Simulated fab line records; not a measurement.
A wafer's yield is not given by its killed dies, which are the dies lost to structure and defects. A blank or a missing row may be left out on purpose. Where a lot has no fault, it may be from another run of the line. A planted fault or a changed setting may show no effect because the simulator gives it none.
A lot that was struck, set against a sound lot -- flow nandHarc -- 15 out of 1159 route steps
Sound: wafers L490.3, L490.4, L490.5. Wafers struck: L482.3, L482.4, L482.5. The cause comes at the end.
For every step that has rows: the tool of each side, followed by ch and its chambers, followed by its first start. Under that, the readings that differ: sound wafers -- struck wafers -- difference of the means -- sigmas: that difference in standard deviations of wafers without a fault.
alike: readings whose means differ by less than 2 such deviations, and words and numbers that are the same on both sides. not compared: withheld readings, readings that some wafer has no value for, bounds like >300 that may hide the same value, and numbers for which the record gives no deviation and whose values overlap.
A row with sigmas, a row that says differs or no value, or rows on one side alone: a step with any of these is where the two part. Numbers that don't overlap but have no deviation are shown without sigmas and don't part them. A reading missing from all wafers of one side parts the sides only when that side holds two or more wafers.

NHARC_A_CONTACT_DESCUM_47: chemistry O2, time 3 s.
  sound on rieDiel-04 ch 2,3, day 22 13:02; struck on rieDiel-04 ch 1,3, day 21 17:13
  alike: drypumpMotorCurrentA, oesProductAu, rfVppV, showerheadPlenumPTorr, throttleValvePct
  not compared: rfHoursCounterH
NHARC_A_CONTACT_ETCH_48: etches the open film in CF4, target depth 39 nm, time 65 s.
  sound on rieDiel-04 ch 0,1,3, day 22 13:07; struck on rieDiel-04 ch 0,2,3, day 21 17:22
  alike: biasW, cf4FlowSccm, drypumpMotorCurrentA, oesProductAu, rfVppV, showerheadPlenumPTorr, throttleValvePct
  not compared: rfHoursCounterH
then, 2 steps without rows for these wafers: NHARC_A_CONTACT_ETCH_49 (etches the open film in N2/H2, target depth 260 nm, time 475.3 s); NHARC_A_CONTACT_ETCH_50 (etches the open film in CF4/CHF3, target depth 84.7 nm, time 42.4 s).
NHARC_A_CONTACT_ETCH_51: etches the open film in O2/COS, target depth 3600 nm, time 936 s.
  sound: rieDiel-04 ch 0,1,2; struck: rieDiel-04 ch 0,1,3
  alike: biasW, chamberPressureMTorr, drypumpMotorCurrentA, oesProductAu, rfVppV, showerheadPlenumPTorr, throttleValvePct
  not compared: rfHoursCounterH
then, 2 steps without rows for these wafers: NHARC_A_CONTACT_ETCH_111 (etches the open film in C4F8/O2/Ar, time 140 s, target depth 700 nm); NHARC_A_CONTACT_ETCH_112 (etches the open film in C4F8/O2/Ar, time 94 s, target depth 922 nm).
NHARC_A_CONTACT_ETCH_113: etches the open film in C4F8/O2/Ar, time 94 s, target depth 922 nm.
  sound on harCapEtch-01 ch 0,1, day 22 14:37; struck on harCapEtch-03 ch 0,1, day 21 18:59
  alike: chamberPressureMTorr, oesAirLineAu
  not compared: rfHoursCounterH
NHARC_A_CONTACT_ETCH_114: etches the open film in C4F8/O2/Ar, time 94 s, target depth 922 nm.
  sound on harCapEtch-01 ch 0,1, day 22 14:42; struck on harCapEtch-03 ch 0,1, day 21 19:06
  alike: chamberPressureMTorr, oesAirLineAu
  not compared: rfHoursCounterH
then, 3 steps without rows for these wafers: NHARC_A_CONTACT_ETCH_115 (etches the open film in C4F8/O2/Ar, time 94 s, target depth 922 nm); NHARC_A_CONTACT_ETCH_116 (etches the open film in C4F8/O2/Ar, time 94 s, target depth 922 nm); NHARC_A_CONTACT_ETCH_117 (etches the open film in C4F8/O2/Ar, time 94 s, target depth 922 nm).
NHARC_A_CONTACT_ETCH_118: etches the open film in C4F8/O2/Ar, time 94 s, target depth 922 nm.
  sound on harCapEtch-01 ch 0,1, day 22 15:04; struck on harCapEtch-03 ch 0,1, day 21 19:28
  no value came back on the struck wafers for chamberPressureMTorr (mTorr), oesAirLineAu (a.u.); on the sound wafers chamberPressureMTorr (mTorr) reads 20.008 20.009 20.001
  not compared: rfHoursCounterH
then, 1 step without rows for these wafers: NHARC_A_CONTACT_ETCH_119 (etches the open film in C4F8/O2/Ar, time 94 s, target depth 922 nm).
-- jump in the record: it breaks off in module A_CONTACT and resumes in module END (first step shown: number 1159 of the route), and 5 days separate the struck wafers' starts before and after --
NHARC_END_SORT_01:
  here the record holds rows for the struck wafers (prober-02 ch 0, day 27 00:43) but none for the sound ones

## WHERE THEY PART
Earliest at NHARC_A_CONTACT_ETCH_118; latest, in this record, at NHARC_END_SORT_01.

WHY: whatever the simulator had introduced
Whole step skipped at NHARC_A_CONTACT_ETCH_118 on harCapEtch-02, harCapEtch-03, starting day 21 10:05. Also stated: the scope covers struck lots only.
